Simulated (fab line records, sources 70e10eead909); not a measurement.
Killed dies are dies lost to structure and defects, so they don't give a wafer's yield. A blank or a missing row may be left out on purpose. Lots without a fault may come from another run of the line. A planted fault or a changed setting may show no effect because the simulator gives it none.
A struck lot beside a sound one | flow nand_harc | 15 steps out of a route of 1302
Sound: wafers L639.3, L639.4, L639.5. Struck: wafer L649.3. (L649.4 of the same lot was not struck and is left out.) The cause comes at the end.
At each step with rows: each side's tool, then ch and its chambers, then its first start. Under that, the readings that differ: sound wafers | struck wafers | difference of the means | sigmas: that difference in standard deviations of wafers without a fault.
alike: readings whose means differ by less than 2 such deviations, and words and numbers that are the same on both sides. not compared: withheld readings, readings that some wafer has no value for, bounds like >300 that may hide the same value, and numbers for which the record gives no deviation and whose values overlap.
The two part at a step that has a row with sigmas, a row that says differs or no value, or rows on one side only. Numbers that don't overlap but have no deviation are shown without sigmas and don't part them. A reading that every wafer of one side lacks parts them only if that side has two wafers or more.

first, 7 steps without rows for these wafers: NHARC_A_CHANNEL_HOLE_D1_COAT_37 (time 65 s); NHARC_A_CHANNEL_HOLE_D1_COAT_04 (resist thk 90 nm); NHARC_A_CHANNEL_HOLE_D1_SOFTBAKE_05 (time 55 s); NHARC_A_CHANNEL_HOLE_D1_EBR_06; NHARC_A_CHANNEL_HOLE_D1_EXPOSE_07 (exposes mask HOLE D1, target cd 100 nm); NHARC_A_CHANNEL_HOLE_D1_PEB_08 (peb time 65 s); NHARC_A_CHANNEL_HOLE_D1_DEVELOP_09 (develop time 35 s).
NHARC_A_CHANNEL_HOLE_D1_CD_MEAS_10: target cd 100 nm.
  sound on cd_sem-03 ch 0, day 8 14:29; struck on cd_sem-02 ch 0, day 12 23:49
  alike: cd_nm
NHARC_A_CHANNEL_HOLE_D1_OVL_MEAS_11:
  sound on overlay-02, day 8 14:34; struck on overlay-02, day 12 23:54
  alike: overlay_x_nm, overlay_y_nm
NHARC_A_CHANNEL_HOLE_D1_INSPECT_12:
  sound on defect_inspect-02, day 8 14:37; struck on defect_inspect-02, day 12 23:56
  alike: raw_defect_count
NHARC_A_CHANNEL_HOLE_D1_DESCUM_15: chemistry O2, time 3 s.
  sound on rie_diel-13 ch 1,2,3, day 8 14:42; struck on rie_diel-01 ch 0, day 13 00:00
  alike: drypump_motor_current_A, oes_product_au, rf_vpp_V, showerhead_plenum_p_Torr, throttle_valve_pct
  not compared: rf_hours_counter_h
NHARC_A_CHANNEL_HOLE_D1_ETCH_38: etches the open film in CF4, target depth 39 nm, time 65 s.
  sound on rie_diel-13 ch 0,1,2, day 8 14:56; struck on rie_diel-01 ch 3, day 13 00:05
  alike: cf4_flow_sccm, drypump_motor_current_A, oes_product_au, rf_vpp_V, run_length_s, showerhead_plenum_p_Torr, throttle_valve_pct
  not compared: rf_hours_counter_h
NHARC_A_CHANNEL_HOLE_D1_ETCH_39: etches the open film in N2/H2, target depth 260 nm, time 325 s.
  sound on rie_diel-13 ch 0,1, day 8 15:07; struck on rie_diel-01 ch 2, day 13 00:11
  reading          | sound             | struck | difference | sigmas
  run_length_s (s) | 345.5 346.5 345.4 | 325.4  | -20.4      | -55
  alike: drypump_motor_current_A, oes_product_au, rf_vpp_V, showerhead_plenum_p_Torr, throttle_valve_pct
  not compared: rf_hours_counter_h
NHARC_A_CHANNEL_HOLE_D1_ETCH_34: etches the open film in CF4/CHF3, target depth 154 nm, time 77 s.
  sound on rie_diel-13 ch 0,1; struck on rie_diel-01 ch 0
  alike: cf4_flow_sccm, drypump_motor_current_A, oes_product_au, rf_vpp_V, run_length_s, showerhead_plenum_p_Torr, throttle_valve_pct
  not compared: rf_hours_counter_h
-- the record jumps here: 16 days lie between the struck wafers' starts before and after (it left off in module A_CHANNEL_HOLE_D1 and takes up again in module END, whose first step shown is number 1302 of the route) --
NHARC_END_SORT_01:
  sound on prober-02 ch 0, day 24 16:59; struck on prober-02 ch 0, day 28 23:56
  alike: killed_at_array, killed_at_other, killed_at_periphery, killed_dies, killed_open, killed_short

WHERE THEY PART
Only at NHARC_A_CHANNEL_HOLE_D1_ETCH_39, within this record. Later steps at which nothing parts them and some readings are alike: NHARC_A_CHANNEL_HOLE_D1_ETCH_34, NHARC_END_SORT_01.

WHY: what the simulator had put in
Process parameter drift: rie_diel-01, from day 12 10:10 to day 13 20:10, at NHARC_A_CHANNEL_HOLE_D1_ETCH_39. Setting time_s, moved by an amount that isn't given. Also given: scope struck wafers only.
